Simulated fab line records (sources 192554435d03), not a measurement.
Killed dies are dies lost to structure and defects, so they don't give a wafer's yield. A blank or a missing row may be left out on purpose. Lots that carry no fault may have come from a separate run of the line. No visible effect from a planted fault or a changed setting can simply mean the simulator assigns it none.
Which of the tools did it? -- flow n5-finfet -- 6 lots, 16 wafers sampled, at 3 steps of a route of 1938

WHAT EACH GAUGE READ, for each wafer
N5_BEOL_M8_CD_MEAS_11: target cd 38.5 nm.
lot,measured,on,cd-nm (nm)
L654,day 10 21:10,cd-sem-03,38.6 38.2 38.2
L655,day 11 10:43,cd-sem-03,38.5 37.8 39.0
L669,day 14 16:46,cd-sem-02,37.9 38.1
L671,day 15 00:56,cd-sem-01,38.7 37.8
L673,day 15 07:02,cd-sem-01,38.2 38.7 39.3
L674,day 15 23:42,cd-sem-02,38.7 37.8 38.0

EACH LOT AND THE TOOL THAT RAN IT (in order: tool; ch and the chambers of the sampled wafers; start)
lot,N5_BEOL_M7_DEGAS_44,N5_BEOL_M8_COAT_05
L654,"pvd-sputter-01, day 10 16:54","litho-track-03 ch 0, day 10 20:48"
L655,"pvd-sputter-03, day 11 04:25","litho-track-03 ch 0, day 11 10:22"
L669,"pvd-sputter-01, day 14 11:40","litho-track-03 ch 0, day 14 16:23"
L671,"pvd-sputter-01, day 14 20:34","litho-track-05 ch 0, day 15 00:35"
L673,"pvd-sputter-03, day 15 00:54","litho-track-02 ch 0, day 15 06:40"
L674,"pvd-sputter-02, day 15 17:18","litho-track-03 ch 0, day 15 23:20"
- N5_BEOL_M7_DEGAS_44: time 60 s.
- N5_BEOL_M8_COAT_05: resist thk 90 nm.

THE ANSWER, worked out from the rows above alone
Rule: the lots themselves supply what counts as usual. The widest of any qualifying gaps counts: lots, ordered by their means at a reading, are off when they make up no more than a third of the lots, leave a main group of 4 or more, and stand apart from it by 3 or more times the standard deviation of that group's means. A main group is skipped when, at the precision printed for the reading in the tables above, its means are all equal. A lot without any number at a reading at which 4 lots or more have one is off too. Where the step has rows for the other lots, those lots are counted as sound.
Nothing can be told from this: no lot is off at any reading shown.

WHAT THE SIMULATOR PUT IN
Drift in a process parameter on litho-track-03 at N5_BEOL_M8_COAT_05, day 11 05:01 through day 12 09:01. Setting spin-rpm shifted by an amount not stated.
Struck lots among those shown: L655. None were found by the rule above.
